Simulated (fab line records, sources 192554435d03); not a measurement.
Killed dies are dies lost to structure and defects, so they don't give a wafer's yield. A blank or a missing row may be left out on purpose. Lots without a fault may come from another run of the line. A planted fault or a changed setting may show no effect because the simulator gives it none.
Which tool did it? | flow n5_finfet | 24 lots, 72 wafers sampled, at 6 steps of a route of 1938

WHAT THE GAUGES READ, wafer by wafer
The record holds no reading of a measuring or inspecting step that can be judged against a usual standard deviation.

WHICH TOOL RAN EACH LOT (tool, then ch and the chambers of the sampled wafers, then the start)
lot  | N5_BEOL_M3_ETCHBACK_99             | N5_BEOL_M3_TRENCH_ETCH_37                     | N5_BEOL_M3_DEGAS_44          | N5_BEOL_M3_ANNEAL_87         | N5_BEOL_M3_SPUTTER_90        | N5_BEOL_M3_SPUTTER_94
L074 | rie_diel-06 ch 1,2,3, day 9 21:58  | rie_diel-06 ch 1,2,3, day 9 22:56 or earlier  | pvd_sputter-03, day 9 22:56  | pvd_sputter-01, day 10 00:25 | pvd_sputter-01, day 10 00:46 | pvd_sputter-01, day 10 01:13
L075 | rie_diel-05 ch 0,1, day 10 01:29   | rie_diel-05 ch 0,1, day 10 02:26 or earlier   | pvd_sputter-02, day 10 02:26 | pvd_sputter-02, day 10 03:54 | pvd_sputter-02, day 10 04:16 | pvd_sputter-02, day 10 04:42
L077 | rie_diel-05 ch 0,1,2, day 10 02:28 | rie_diel-05 ch 0,1,2, day 10 04:15 or earlier | pvd_sputter-03, day 10 04:15 | pvd_sputter-01, day 10 06:01 | pvd_sputter-01, day 10 06:22 | pvd_sputter-01, day 10 06:49
L076 | rie_diel-06 ch 1,2,3, day 10 08:52 | rie_diel-06 ch 1,2,3, day 10 09:39 or earlier | pvd_sputter-03, day 10 09:39 | pvd_sputter-01, day 10 11:08 | pvd_sputter-01, day 10 11:29 | pvd_sputter-01, day 10 11:56
L078 | rie_diel-06 ch 1,2,3, day 10 19:08 | rie_diel-06 ch 1,2,3, day 10 20:05 or earlier | pvd_sputter-03, day 10 20:05 | pvd_sputter-03, day 10 21:29 | pvd_sputter-03, day 10 21:50 | pvd_sputter-03, day 10 22:17
L080 | rie_diel-05 ch 0,2,3, day 10 19:08 | rie_diel-05 ch 0,2,3, day 10 20:01 or earlier | pvd_sputter-01, day 10 20:01 | pvd_sputter-02, day 10 21:21 | pvd_sputter-02, day 10 21:43 | pvd_sputter-02, day 10 22:09
L082 | rie_diel-05 ch 0,1,3, day 10 19:36 | rie_diel-05 ch 0,1,3, day 10 20:16 or earlier | pvd_sputter-01, day 10 20:16 | pvd_sputter-02, day 10 23:21 | pvd_sputter-02, day 10 23:43 | pvd_sputter-02, day 11 00:09
L079 | rie_diel-06 ch 0,1,3, day 11 00:29 | rie_diel-06 ch 0,1,3, day 11 01:05 or earlier | pvd_sputter-01, day 11 01:05 | pvd_sputter-02, day 11 02:40 | pvd_sputter-02, day 11 03:02 | pvd_sputter-02, day 11 03:28
L084 | rie_diel-02 ch 1,3, day 11 00:36   | rie_diel-02 ch 1,3, day 11 01:17 or earlier   | pvd_sputter-03, day 11 01:17 | pvd_sputter-01, day 11 04:21 | pvd_sputter-01, day 11 04:43 | pvd_sputter-01, day 11 05:09
L081 | rie_diel-05 ch 2,3, day 11 09:43   | rie_diel-05 ch 2,3, day 11 10:41 or earlier   | pvd_sputter-02, day 11 10:41 | pvd_sputter-01, day 11 12:06 | pvd_sputter-01, day 11 12:28 | pvd_sputter-01, day 11 12:54
L086 | rie_diel-02 ch 1,3, day 11 09:43   | rie_diel-02 ch 1,3, day 11 10:37 or earlier   | pvd_sputter-02, day 11 10:37 | pvd_sputter-02, day 11 11:56 | pvd_sputter-02, day 11 12:18 | pvd_sputter-02, day 11 12:44
L083 | rie_diel-02 ch 2,3, day 11 18:53   | rie_diel-02 ch 2,3, day 11 20:01 or earlier   | pvd_sputter-03, day 11 20:01 | pvd_sputter-03, day 11 21:23 | pvd_sputter-03, day 11 21:44 | pvd_sputter-03, day 11 22:11
L085 | rie_diel-06 ch 0,1,2, day 11 22:23 | rie_diel-06 ch 0,1,2, day 11 23:17 or earlier | pvd_sputter-03, day 11 23:17 | pvd_sputter-02, day 12 00:43 | pvd_sputter-02, day 12 01:05 | pvd_sputter-02, day 12 01:31
L089 | rie_diel-02 ch 0,1,2, day 13 01:41 | rie_diel-02 ch 0,1,2, day 13 02:53 or earlier | pvd_sputter-01, day 13 02:53 | pvd_sputter-01, day 13 04:49 | pvd_sputter-01, day 13 05:10 | pvd_sputter-01, day 13 05:37
L090 | rie_diel-02 ch 0,1,3, day 13 10:53 | rie_diel-02 ch 0,1,3, day 13 12:04 or earlier | pvd_sputter-03, day 13 12:04 | pvd_sputter-03, day 13 13:23 | pvd_sputter-03, day 13 13:44 | pvd_sputter-03, day 13 14:11
L087 | rie_diel-05 ch 0,1, day 13 11:50   | rie_diel-05 ch 0,1, day 13 12:26 or earlier   | pvd_sputter-02, day 13 12:26 | pvd_sputter-01, day 13 14:09 | pvd_sputter-01, day 13 14:31 | pvd_sputter-01, day 13 14:57
L088 | rie_diel-02 ch 0,3, day 13 11:58   | rie_diel-02 ch 0,3, day 13 12:33 or earlier   | pvd_sputter-02, day 13 12:33 | pvd_sputter-03, day 13 15:13 | pvd_sputter-03, day 13 15:35 | pvd_sputter-03, day 13 16:01
L091 | rie_diel-02 ch 0,1,3, day 14 17:56 | rie_diel-02 ch 0,1,3, day 14 18:53 or earlier | pvd_sputter-01, day 14 18:53 | pvd_sputter-03, day 14 20:32 | pvd_sputter-03, day 14 20:54 | pvd_sputter-03, day 14 21:20
L092 | rie_diel-06 ch 0,3, day 14 18:01   | rie_diel-06 ch 0,3, day 14 18:58 or earlier   | pvd_sputter-01, day 14 18:58 | pvd_sputter-02, day 14 20:59 | pvd_sputter-02, day 14 21:20 | pvd_sputter-02, day 14 21:47
L094 | rie_diel-06 ch 0,1,2, day 14 21:30 | rie_diel-06 ch 0,1,2, day 14 22:26 or earlier | pvd_sputter-03, day 14 22:26 | pvd_sputter-03, day 14 23:52 | pvd_sputter-03, day 15 00:13 | pvd_sputter-03, day 15 00:40
L093 | rie_diel-05 ch 2,3, day 15 09:28   | rie_diel-05 ch 2,3, day 15 10:17 or earlier   | pvd_sputter-01, day 15 10:17 | pvd_sputter-02, day 15 11:56 | pvd_sputter-02, day 15 12:18 | pvd_sputter-02, day 15 12:44
L096 | rie_diel-02 ch 0,2,3, day 15 09:28 | rie_diel-02 ch 0,2,3, day 15 10:13 or earlier | pvd_sputter-01, day 15 10:13 | pvd_sputter-01, day 15 11:45 | pvd_sputter-01, day 15 12:07 | pvd_sputter-01, day 15 12:33
L095 | rie_diel-02 ch 0,1,2, day 15 17:10 | rie_diel-02 ch 0,1,2, day 15 17:54 or earlier | pvd_sputter-01, day 15 17:54 | pvd_sputter-03, day 15 19:14 | pvd_sputter-03, day 15 19:36 | pvd_sputter-03, day 15 20:02
L097 | rie_diel-02 ch 0,2,3, day 16 09:42 | rie_diel-02 ch 0,2,3, day 16 10:59 or earlier | pvd_sputter-02, day 16 10:59 | pvd_sputter-02, day 16 13:06 | pvd_sputter-02, day 16 13:28 | pvd_sputter-02, day 16 13:54
- N5_BEOL_M3_ETCHBACK_99: etches SiO2 in CHF3, target depth 5 nm, time 10.4 s.
- N5_BEOL_M3_TRENCH_ETCH_37: etches SiOC in C4F6/O2, target depth 55.555 nm, time 29.2 s.
- N5_BEOL_M3_DEGAS_44: time 60 s.
- N5_BEOL_M3_ANNEAL_87: time 240 s.
- N5_BEOL_M3_SPUTTER_90: material Cu, target thk 4.5 nm, time 8.29 s.
- N5_BEOL_M3_SPUTTER_94: material Cu, target thk 4.5 nm, time 8.29 s.

WHAT THE TOOLS THEMSELVES READ (means of the sampled wafers that have a number; where no wafer has one, the mark that the record gives instead)
N5_BEOL_M3_ETCHBACK_99. Usual: drypump_motor_current_A 5.6 A, standard deviation 0.47; oes_product_au 0.79 a.u., standard deviation 0.089; rf_fwd_power_W 212.3 W, standard deviation 1; rf_vpp_V 245 V, standard deviation 7.4; showerhead_plenum_p_Torr 2.18 Torr, standard deviation 0.08; throttle_valve_pct 17.08 %, standard deviation 0.19.
lot  | tool        | drypump_motor_current_A (A) | oes_product_au (a.u.) | rf_fwd_power_W (W) | rf_vpp_V (V) | showerhead_plenum_p_Torr (Torr) | throttle_valve_pct (%) | flag
L074 | rie_diel-06 | 5.7                         | 0.83                  | 212.7              | 243          | 2.19                            | 16.94                  |
L075 | rie_diel-05 | 5.3                         | 0.70                  | 212.6              | 239          | 2.17                            | 17.28                  |
L077 | rie_diel-05 | 5.6                         | 0.73                  | 212.2              | 241          | 2.18                            | 17.19                  |
L076 | rie_diel-06 | 5.7                         | 0.82                  | 213.1              | 243          | 2.19                            | 16.95                  |
L078 | rie_diel-06 | 5.7                         | 0.82                  | 213.0              | 243          | 2.19                            | 16.94                  |
L080 | rie_diel-05 | 5.6                         | 0.74                  | 212.5              | 244          | 2.12                            | 17.08                  |
L082 | rie_diel-05 | 5.4                         | 0.72                  | 212.2              | 242          | 2.11                            | 17.19                  |
L079 | rie_diel-06 | 5.8                         | 0.83                  | 213.2              | 247          | 2.20                            | 16.99                  |
L084 | rie_diel-02 | 6.2                         | 0.80                  | 211.2              | 253          | 2.19                            | 17.02                  |
L081 | rie_diel-05 | 5.8                         | 0.75                  | 212.3              | 240          | 2.12                            | 17.02                  |
L086 | rie_diel-02 | 6.2                         | 0.79                  | 211.2              | 253          | 2.19                            | 17.03                  |
L083 | rie_diel-02 | 5.5                         | 0.77                  | 212.8              | 253          | 2.11                            | 17.17                  |
L085 | rie_diel-06 | 5.6                         | 0.75                  | 213.5              | 242          | 2.17                            | 17.05                  |
L089 | rie_diel-02 | 5.4                         | 0.81                  | 212.0              | 245          | 2.24                            | 17.04                  |
L090 | rie_diel-02 | 5.6                         | 0.84                  | 211.2              | 253          | 2.19                            | 17.11                  |
L087 | rie_diel-05 | 5.2                         | 0.70                  | 212.6              | 246          | 2.10                            | 17.27                  |
L088 | rie_diel-02 | 5.1                         | 0.90                  | 210.8              | 253          | 2.20                            | 17.14                  |
L091 | rie_diel-02 | 5.6                         | 0.82                  | 212.1              | 252          | 2.19                            | 17.12                  |
L092 | rie_diel-06 | 6.0                         | 0.85                  | 211.8              | 246          | 2.18                            | 17.15                  |
L094 | rie_diel-06 | 5.6                         | 0.83                  | 213.1              | 243          | 2.16                            | 16.90                  |
L093 | rie_diel-05 | 5.8                         | 0.72                  | 212.7              | 241          | 2.11                            | 17.08                  |
L096 | rie_diel-02 | 5.2                         | 0.87                  | 212.5              | 249          | 2.17                            | 17.02                  |
L095 | rie_diel-02 | 5.4                         | 0.87                  | 212.2              | 246          | 2.23                            | 16.93                  |
L097 | rie_diel-02 | 5.2                         | 0.86                  | 211.8              | 249          | 2.16                            | 17.05                  |

N5_BEOL_M3_TRENCH_ETCH_37. Usual: drypump_motor_current_A 5.6 A, standard deviation 0.47; oes_product_au 0.79 a.u., standard deviation 0.09; rf_fwd_power_W 349.5 W, standard deviation 1.8; rf_vpp_V 678 V, standard deviation 20; showerhead_plenum_p_Torr 2.88 Torr, standard deviation 0.1; throttle_valve_pct 20.86 %, standard deviation 0.2.
lot  | tool        | drypump_motor_current_A (A) | oes_product_au (a.u.) | rf_fwd_power_W (W) | rf_vpp_V (V) | showerhead_plenum_p_Torr (Torr) | throttle_valve_pct (%) | flag
L074 | rie_diel-06 | 5.7                         | 0.82                  | 351.4              | 670          | 2.90                            | 20.73                  |
L075 | rie_diel-05 | 5.4                         | 0.71                  | 350.2              | 663          | 2.87                            | 21.04                  |
L077 | rie_diel-05 | 5.6                         | 0.73                  | 350.9              | 665          | 2.88                            | 20.97                  |
L076 | rie_diel-06 | 5.7                         | 0.81                  | 350.4              | 671          | 2.90                            | 20.74                  |
L078 | rie_diel-06 | 5.7                         | 0.82                  | 348.9              | 670          | 2.90                            | 20.75                  |
L080 | rie_diel-05 | 5.6                         | 0.73                  | 349.1              | 672          | 2.80                            | 20.85                  |
L082 | rie_diel-05 | 5.5                         | 0.72                  | 348.9              | 668          | 2.79                            | 20.93                  |
L079 | rie_diel-06 | 5.8                         | 0.84                  | 349.8              | 679          | 2.91                            | 20.78                  |
L084 | rie_diel-02 | 6.2                         | 0.79                  | 347.3              | 700          | 2.90                            | 20.80                  |
L081 | rie_diel-05 | 5.9                         | 0.74                  | 349.8              | 663          | 2.81                            | 20.79                  |
L086 | rie_diel-02 | 6.2                         | 0.79                  | 348.9              | 700          | 2.90                            | 20.82                  |
L083 | rie_diel-02 | 5.5                         | 0.77                  | 349.7              | 697          | 2.79                            | 20.94                  |
L085 | rie_diel-06 | 5.6                         | 0.74                  | 349.5              | 671          | 2.87                            | 20.82                  |
L089 | rie_diel-02 | 5.4                         | 0.82                  | 348.7              | 679          | 2.96                            | 20.82                  |
L090 | rie_diel-02 | 5.6                         | 0.83                  | 348.2              | 699          | 2.90                            | 20.91                  |
L087 | rie_diel-05 | 5.2                         | 0.69                  | 349.4              | 676          | 2.78                            | 21.02                  |
L088 | rie_diel-02 | 5.1                         | 0.90                  | 346.9              | 698          | 2.91                            | 20.98                  |
L091 | rie_diel-02 | 5.6                         | 0.83                  | 348.1              | 699          | 2.90                            | 20.93                  |
L092 | rie_diel-06 | 6.0                         | 0.85                  | 348.4              | 680          | 2.88                            | 20.96                  |
L094 | rie_diel-06 | 5.6                         | 0.83                  | 351.5              | 671          | 2.86                            | 20.69                  |
L093 | rie_diel-05 | 5.9                         | 0.72                  | 350.2              | 663          | 2.80                            | 20.82                  |
L096 | rie_diel-02 | 5.2                         | 0.87                  | 349.5              | 688          | 2.87                            | 20.85                  |
L095 | rie_diel-02 | 5.4                         | 0.86                  | 348.8              | 679          | 2.95                            | 20.74                  |
L097 | rie_diel-02 | 5.2                         | 0.86                  | 349.4              | 687          | 2.87                            | 20.85                  |

N5_BEOL_M3_DEGAS_44. Usual: heater_power_w 315 W, standard deviation 28.
lot  | tool           | heater_power_w (W) | flag
L074 | pvd_sputter-03 | 320                |
L075 | pvd_sputter-02 | 302                |
L077 | pvd_sputter-03 | 313                |
L076 | pvd_sputter-03 | 320                |
L078 | pvd_sputter-03 | 318                |
L080 | pvd_sputter-01 | 319                |
L082 | pvd_sputter-01 | 326                |
L079 | pvd_sputter-01 | 330                |
L084 | pvd_sputter-03 | 303                |
L081 | pvd_sputter-02 | 302                |
L086 | pvd_sputter-02 | 290                |
L083 | pvd_sputter-03 | 285                |
L085 | pvd_sputter-03 | 299                |
L089 | pvd_sputter-01 | 332                |
L090 | pvd_sputter-03 | 304                |
L087 | pvd_sputter-02 | 290                |
L088 | pvd_sputter-02 | 292                |
L091 | pvd_sputter-01 | 329                |
L092 | pvd_sputter-01 | 304                |
L094 | pvd_sputter-03 | 295                |
L093 | pvd_sputter-01 | 337                |
L096 | pvd_sputter-01 | 337                |
L095 | pvd_sputter-01 | 323                |
L097 | pvd_sputter-02 | 308                |

N5_BEOL_M3_ANNEAL_87. Usual: heater_power_w 780 W, standard deviation 72.
lot  | tool           | heater_power_w (W) | flag
L074 | pvd_sputter-01 | 758                |
L075 | pvd_sputter-02 | 781                |
L077 | pvd_sputter-01 | 799                |
L076 | pvd_sputter-01 | 867                |
L078 | pvd_sputter-03 | 783                |
L080 | pvd_sputter-02 | 750                |
L082 | pvd_sputter-02 | 810                |
L079 | pvd_sputter-02 | 729                |
L084 | pvd_sputter-01 | 802                |
L081 | pvd_sputter-01 | 831                |
L086 | pvd_sputter-02 | 729                |
L083 | pvd_sputter-03 | 741                |
L085 | pvd_sputter-02 | 778                |
L089 | pvd_sputter-01 | 859                |
L090 | pvd_sputter-03 | 797                |
L087 | pvd_sputter-01 | 786                |
L088 | pvd_sputter-03 | 701                |
L091 | pvd_sputter-03 | 722                |
L092 | pvd_sputter-02 | 712                |
L094 | pvd_sputter-03 | 735                |
L093 | pvd_sputter-02 | 772                |
L096 | pvd_sputter-01 | 795                |
L095 | pvd_sputter-03 | 749                |
L097 | pvd_sputter-02 | 751                |

N5_BEOL_M3_SPUTTER_90. Usual: chuck_gas_flow_sccm 1.26 sccm, standard deviation 0.055; throttle_valve_pct 29.9 %, standard deviation 0.68.
lot  | tool           | chuck_gas_flow_sccm (sccm) | throttle_valve_pct (%) | flag
L074 | pvd_sputter-01 | 1.26                       | 30.5                   |
L075 | pvd_sputter-02 | 1.28                       | 29.9                   |
L077 | pvd_sputter-01 | 1.29                       | 29.9                   |
L076 | pvd_sputter-01 | 1.27                       | 29.6                   |
L078 | pvd_sputter-03 | 1.25                       | 30.3                   |
L080 | pvd_sputter-02 | 1.33                       | 29.8                   |
L082 | pvd_sputter-02 | 1.32                       | 29.9                   |
L079 | pvd_sputter-02 | 1.25                       | 29.5                   |
L084 | pvd_sputter-01 | 1.30                       | 30.2                   |
L081 | pvd_sputter-01 | 1.33                       | 30.1                   |
L086 | pvd_sputter-02 | 1.31                       | 29.6                   |
L083 | pvd_sputter-03 | 1.18                       | 29.5                   |
L085 | pvd_sputter-02 | 1.25                       | 29.9                   |
L089 | pvd_sputter-01 | 1.21                       | 29.5                   |
L090 | pvd_sputter-03 | 1.27                       | 30.3                   |
L087 | pvd_sputter-01 | 1.25                       | 30.7                   |
L088 | pvd_sputter-03 | 1.24                       | 29.2                   |
L091 | pvd_sputter-03 | 1.26                       | 29.4                   |
L092 | pvd_sputter-02 | 1.19                       | 29.5                   |
L094 | pvd_sputter-03 | 1.18                       | 29.9                   |
L093 | pvd_sputter-02 | 1.27                       | 29.9                   |
L096 | pvd_sputter-01 | 1.27                       | 30.6                   |
L095 | pvd_sputter-03 | 1.26                       | 29.9                   |
L097 | pvd_sputter-02 | 1.22                       | 29.9                   |

N5_BEOL_M3_SPUTTER_94. Usual: chuck_gas_flow_sccm 1.26 sccm, standard deviation 0.055; throttle_valve_pct 29.9 %, standard deviation 0.71.
lot  | tool           | chuck_gas_flow_sccm (sccm) | throttle_valve_pct (%) | flag
L074 | pvd_sputter-01 | 1.30                       | 30.7                   |
L075 | pvd_sputter-02 | 1.28                       | 29.8                   |
L077 | pvd_sputter-01 | 1.19                       | 30.0                   |
L076 | pvd_sputter-01 | 1.25                       | 29.5                   |
L078 | pvd_sputter-03 | 1.25                       | 30.4                   |
L080 | pvd_sputter-02 | 1.25                       | 30.0                   |
L082 | pvd_sputter-02 | 1.27                       | 30.0                   |
L079 | pvd_sputter-02 | 1.29                       | 29.7                   |
L084 | pvd_sputter-01 | 1.21                       | 29.9                   |
L081 | pvd_sputter-01 | 1.28                       | 30.2                   |
L086 | pvd_sputter-02 | 1.27                       | 29.6                   |
L083 | pvd_sputter-03 | 1.21                       | 29.4                   |
L085 | pvd_sputter-02 | 1.28                       | 29.9                   |
L089 | pvd_sputter-01 | 1.26                       | 29.5                   |
L090 | pvd_sputter-03 | 1.26                       | 30.4                   |
L087 | pvd_sputter-01 | 1.28                       | 30.6                   |
L088 | pvd_sputter-03 | 1.23                       | 29.0                   |
L091 | pvd_sputter-03 | 1.22                       | 29.7                   |
L092 | pvd_sputter-02 | 1.28                       | 29.5                   |
L094 | pvd_sputter-03 | 1.29                       | 29.9                   |
L093 | pvd_sputter-02 | 1.16                       | 29.8                   |
L096 | pvd_sputter-01 | 1.23                       | 30.8                   |
L095 | pvd_sputter-03 | 1.26                       | 29.8                   |
L097 | pvd_sputter-02 | 1.27                       | 29.8                   |

THE ANSWER, worked out from the rows above alone
Rule: a lot is off if the mean of its wafers that have a number lies more than 3 standard deviations from the usual mean. A lot without any number at a reading at which 4 lots or more have one is off too. The other lots that the step has rows for count as sound. The gauges are gone through in route order, then the tools' own readings, and for those a lot's mean is taken as printed above. The first step at which some lot is off is used, and at that step the reading that is off furthest; a lot without a number counts as furthest.
No lot is off at any reading shown: from this, nothing can be told.

WHAT THE SIMULATOR HAD PUT IN
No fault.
